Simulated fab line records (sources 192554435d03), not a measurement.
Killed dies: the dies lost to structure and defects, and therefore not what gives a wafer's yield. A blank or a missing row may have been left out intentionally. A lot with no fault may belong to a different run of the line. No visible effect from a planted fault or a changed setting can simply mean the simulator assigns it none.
Chamber matching	flow n5 finfet	N5_GATE_CUT_ETCH_19 on rie diel-01 has 4 sister chambers
The step etches SiNx in CH3F/O2, target depth 53.7 nm, time 76.7 s. 4 wafers are shown with their chamber, then 8 later ones without.

== WAFERS WITH THEIR CHAMBER ==
wafer	chamber	showerhead plenum p Torr (Torr)
L078.3	0	1.96
L083.1	1	1.93
L083.4	3	1.94
L085.1	2	2.00

== WAFERS WITH NO CHAMBER GIVEN ==
wafer	showerhead plenum p Torr (Torr)
L085.3	1.93
L085.4	1.93
L092.1	1.92
L092.4	1.96
L092.5	1.93
L097.2	2.00
L097.3	1.92
L097.4	1.93

== THE CHAMBER EACH PASSED THROUGH ==
wafer	from the rows above	in truth
L085.3	1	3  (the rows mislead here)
L085.4	1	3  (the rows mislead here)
L092.1	1	1
L092.4	0	0
L092.5	1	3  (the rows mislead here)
L097.2	2	2
L097.3	1	1
L097.4	1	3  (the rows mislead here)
Placed correctly: 4 of 8. Left unplaced by these rows: 0. Number placed wrongly: 4.
How it was worked out, from the rows above alone: a wafer's distance from a chamber is the root of the sum, over the readings, of the square of ((its reading less the chamber's mean) divided by the reading's scatter). If the next closest chamber is less than 2 further off than the closest, the wafer can't be placed; otherwise it belongs to the closest. Each chamber's mean is taken over the wafers shown for it. The scatter: root of mean squared gap, hidden wafer to nearest shown wafer, with one shown wafer a chamber.
